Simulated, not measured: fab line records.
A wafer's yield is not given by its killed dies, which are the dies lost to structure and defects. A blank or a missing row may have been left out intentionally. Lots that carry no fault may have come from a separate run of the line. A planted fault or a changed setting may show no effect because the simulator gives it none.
What tool caused it? / flow nand_harc / Sampling: 7 lots, 21 wafers, 3 of 1159 route steps

WHAT THE GAUGES READ, wafer by wafer
NHARC_A_ONON_D1_THK_MEAS_11: measures by ellipsometry.
lot=L128; measured=day 8 06:36; on=film_metro-02; thk_nm (nm)=1011 1013 1013
lot=L130; measured=day 8 06:37; on=film_metro-01; thk_nm (nm)=989 991 991
lot=L132; measured=day 9 05:04; on=film_metro-02; thk_nm (nm)=1006 1005 1008
lot=L136; measured=day 10 01:23; on=film_metro-01; thk_nm (nm)=1023 1022 1021
lot=L143; measured=day 11 20:37; on=film_metro-02; thk_nm (nm)=992 994 994
lot=L147; measured=day 12 06:55; on=film_metro-01; thk_nm (nm)=988 990 992
lot=L150; measured=day 13 10:59; on=film_metro-02; thk_nm (nm)=993 994 993

WHAT TOOL EACH LOT RAN ON (gives the tool, then ch and the chambers of the sampled wafers, and finally the start)
lot=L128; NHARC_P_BONDPAD_DEGAS_25=pvd_sputter-03, day 7 00:26; NHARC_P_BONDPAD_PVD_17=pvd_sputter-03, day 8 06:36 or earlier
lot=L130; NHARC_P_BONDPAD_DEGAS_25=pvd_sputter-03, day 7 02:33; NHARC_P_BONDPAD_PVD_17=pvd_sputter-03, day 8 06:37 or earlier
lot=L132; NHARC_P_BONDPAD_DEGAS_25=pvd_sputter-01, day 8 00:22; NHARC_P_BONDPAD_PVD_17=pvd_sputter-01, day 9 05:04 or earlier
lot=L136; NHARC_P_BONDPAD_DEGAS_25=pvd_sputter-01, day 8 19:19; NHARC_P_BONDPAD_PVD_17=pvd_sputter-01, day 10 01:23 or earlier
lot=L143; NHARC_P_BONDPAD_DEGAS_25=pvd_sputter-03, day 10 16:46; NHARC_P_BONDPAD_PVD_17=pvd_sputter-03, day 11 20:37 or earlier
lot=L147; NHARC_P_BONDPAD_DEGAS_25=pvd_sputter-02, day 11 02:59; NHARC_P_BONDPAD_PVD_17=pvd_sputter-02, day 12 06:55 or earlier
lot=L150; NHARC_P_BONDPAD_DEGAS_25=pvd_sputter-02, day 12 05:04; NHARC_P_BONDPAD_PVD_17=pvd_sputter-02, day 13 10:59 or earlier
- NHARC_P_BONDPAD_DEGAS_25: time 60 s.
- NHARC_P_BONDPAD_PVD_17: deposits TaN, target thk 5 nm, time 8.06 s.

THE ANSWER, worked out from the rows above alone
Rule: the lots themselves supply what counts as usual. The widest of any qualifying gaps counts: lots, ordered by their means at a reading, are off when they make up no more than a third of the lots, leave a main group of 4 or more, and stand apart from it by 3 or more times the standard deviation of that group's means. A main group whose means are all the same, to the digits that the tables above print for the reading, isn't used. Also off: a lot with no number at a reading for which 4 or more lots have one. All remaining lots with rows at the step are treated as sound.
None of the lots is off at any reading shown; this tells nothing.

WHAT HAD BEEN PUT IN BY THE SIMULATOR
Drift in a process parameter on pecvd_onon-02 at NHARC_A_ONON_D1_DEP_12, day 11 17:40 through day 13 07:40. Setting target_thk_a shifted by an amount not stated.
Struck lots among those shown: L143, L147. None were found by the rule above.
